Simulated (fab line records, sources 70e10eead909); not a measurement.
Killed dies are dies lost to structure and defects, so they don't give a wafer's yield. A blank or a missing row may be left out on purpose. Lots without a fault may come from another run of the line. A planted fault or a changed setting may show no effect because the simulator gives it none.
Which tool did it? | flow nand_harc | 6 lots, 18 wafers sampled, at 2 steps of a route of 1159

WHAT THE GAUGES READ, wafer by wafer
NHARC_THIN_TSV_CD_MEAS_12: target cd 1000 nm.
lot  | measured     | on        | cd_nm (nm)
L263 | day 19 02:36 | cd_sem-01 | 996.7 997.9 996.9
L265 | day 19 05:05 | cd_sem-03 | 998.9 1000.4 1000.6
L269 | day 20 00:45 | cd_sem-03 | 997.3 999.2 998.2
L274 | day 21 16:30 | cd_sem-01 | 999.5 998.3 998.5
L280 | day 23 04:22 | cd_sem-03 | 999.6 998.8 999.6
L284 | day 24 00:24 | cd_sem-03 | 1000.7 999.3 997.0

WHICH TOOL RAN EACH LOT (tool, then ch and the chambers of the sampled wafers, then the start)
lot  | NHARC_A_BONDPAD_ANNEAL_28
L263 | rtp_anneal-01 ch 0, day 18 07:52
L265 | rtp_anneal-02 ch 0, day 18 10:13
L269 | rtp_anneal-01 ch 0, day 19 09:17
L274 | rtp_anneal-02 ch 0, day 21 02:45
L280 | rtp_anneal-01 ch 0, day 22 16:26
L284 | rtp_anneal-02 ch 0, day 23 12:11
- NHARC_A_BONDPAD_ANNEAL_28: time 90 s.

THE ANSWER, worked out from the rows above alone
Rule: what is usual is taken from the lots themselves. Put in order of their means at a reading, lots are off if they are a third of the lots or fewer, leave a main group of 4 or more, and stand apart from it by a gap of 3 or more times the standard deviation of the main group's means; of several such gaps the widest counts. A main group whose means are all the same, to the digits that the tables above print for the reading, isn't used. A lot without any number at a reading at which 4 lots or more have one is off too. The other lots that the step has rows for count as sound.
No lot is off at any reading shown: from this, nothing can be told.

WHAT THE SIMULATOR HAD PUT IN
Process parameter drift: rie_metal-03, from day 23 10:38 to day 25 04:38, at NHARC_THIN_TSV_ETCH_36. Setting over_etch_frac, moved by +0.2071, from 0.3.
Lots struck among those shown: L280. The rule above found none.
